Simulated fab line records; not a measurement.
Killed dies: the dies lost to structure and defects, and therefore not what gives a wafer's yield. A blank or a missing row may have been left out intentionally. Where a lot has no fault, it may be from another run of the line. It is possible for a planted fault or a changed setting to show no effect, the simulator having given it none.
Struck lot and sound lot, side by side / flow nand harc / 14 steps out of a route of 1159
Sound: these wafers, L416.2, L416.3, L416.4. Struck: wafer L421.3 (L421.1, L421.4, from the same lot, were not struck and are left out); the cause is given at the end.
At each step with rows: each side's tool, then ch and its chambers, then its first start. Under that, the readings that differ: sound wafers / struck wafers / difference of the means / sigmas: that difference in standard deviations of wafers without a fault.
alike: same words and numbers on both sides, and readings whose means sit less than 2 such deviations apart. not compared: any withheld reading, any reading some wafer has no value for, any bound like >300 that may hide the same value, and any number with overlapping values for which the record gives no deviation.
A row with sigmas, a row that says differs or no value, or rows on one side alone: a step with any of these is where the two part. Numbers that don't overlap but have no deviation are shown without sigmas and don't part them. Lack of a reading on every wafer of one side parts them only where that side has two or more wafers.

first, 2 steps without rows for these wafers: NHARC_A_SOURCE_PLATE_CVD_03 (deposits poly-Si, target thk 200 nm, time 4000 s); NHARC_A_SOURCE_PLATE_ANNEAL_05 (time 1800 s).
NHARC_A_SOURCE_PLATE_THK_MEAS_06: measures by ellipsometry.
  sound on film metro-02 at day 8 05:26; struck on film metro-02 at day 9 19:36
  alike: thk nm
NHARC_A_SOURCE_PLATE_INSPECT_08:
  sound on defect inspect-02 at day 8 05:32; struck on defect inspect-02 at day 9 19:41
reading=raw defect count; sound=32 21 37; struck=91; difference=+61; sigmas=+2
after that, 1 step with no rows for these wafers: NHARC_A_ONON_D1_DEP_00 (target thk 1000 nm).
NHARC_A_ONON_D1_THK_MEAS_02: measures by ellipsometry.
  sound on film metro-01 at day 8 06:07; struck on film metro-01 at day 9 20:15
  alike: thk nm
after that, 1 step with no rows for these wafers: NHARC_A_ONON_D1_DEP_03 (target thk 1000 nm).
NHARC_A_ONON_D1_THK_MEAS_05: measures by ellipsometry.
  sound on film metro-01 at day 8 06:41; struck on film metro-02 at day 9 20:49
  alike: thk nm
after that, 1 step with no rows for these wafers: NHARC_A_ONON_D1_DEP_06 (target thk 1000 nm).
NHARC_A_ONON_D1_THK_MEAS_08: measures by ellipsometry.
  sound on film metro-01 at day 8 07:16; struck on film metro-01 at day 9 21:23
  alike: thk nm
NHARC_A_ONON_D1_DEP_09: target thk 1000 nm.
  sound on pecvd onon-04 ch 0, day 8 07:23; struck on pecvd onon-02 ch 0, day 9 21:26
NHARC_A_ONON_D1_THK_MEAS_11: measures by ellipsometry.
  sound on film metro-02 at day 8 07:50; struck on film metro-02 at day 9 21:57
reading=thk nm (nm); sound=1013 1012 1012; struck=1516; difference=+504; sigmas=+39
after that, 1 step with no rows for these wafers: NHARC_A_ONON_D1_DEP_12 (target thk 1000 nm).
-- the record jumps here: 12 days lie between the struck wafers' starts before and after (it left off in module A_ONON_D1 and takes up again in module END, whose first step shown is number 1159 of the route) --
NHARC_END_SORT_01:
  at this point the record logs the struck wafers (prober-02 ch 0, day 21 23:41) and has no rows for the sound ones

== WHERE THEY PART ==
At NHARC_A_SOURCE_PLATE_INSPECT_08 first; at NHARC_END_SORT_01 last (within this record only).

WHY: what had been put in by the simulator
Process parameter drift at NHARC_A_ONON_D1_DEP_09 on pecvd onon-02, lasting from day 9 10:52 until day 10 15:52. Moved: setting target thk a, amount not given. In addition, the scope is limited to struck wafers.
